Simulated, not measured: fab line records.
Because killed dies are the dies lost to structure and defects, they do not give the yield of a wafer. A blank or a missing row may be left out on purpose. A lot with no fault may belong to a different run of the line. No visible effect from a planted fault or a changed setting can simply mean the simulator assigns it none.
Chamber matching -- flow nand-harc -- NHARC_A_WL_FILL_STRIP_29 on rie-diel-11: 4 sister chambers
The step strips in O2, time 20 s. 4 wafers are shown with their chamber, then 9 later ones without.

EACH WAFER AND ITS CHAMBER
wafer,chamber,showerhead-plenum-p-Torr (Torr)
L086.1,3,3.58
L088.6,2,3.65
L092.3,0,3.48
L092.5,1,3.31

WAFERS WITH NO CHAMBER GIVEN
wafer,showerhead-plenum-p-Torr (Torr)
L094.3,3.57
L094.4,3.31
L094.6,3.31
L097.1,3.31
L097.2,3.57
L097.6,3.65
L096.1,3.65
L096.4,3.57
L096.6,3.31

CHAMBER TAKEN BY EACH
wafer,from the rows above,in truth
L094.3,3,3
L094.4,1,1
L094.6,1,1
L097.1,1,1
L097.2,3,3
L097.6,2,2
L096.1,2,2
L096.4,3,3
L096.6,1,1
Placed correctly: 9 of 9. Number that these rows cannot place: 0. Placed wrongly: 0.
How it was worked out, from the rows above alone: a wafer's distance from a chamber is the root of the sum, over the readings, of the square of ((its reading less the chamber's mean) divided by the reading's scatter). The wafer belongs to the nearest chamber; if the next one is less than 2 further off, it can't be placed. The mean given for a chamber averages the wafers shown for that chamber. The scatter: with one shown wafer a chamber, the root of the mean of the squares of how far each hidden wafer lies from its nearest shown one.
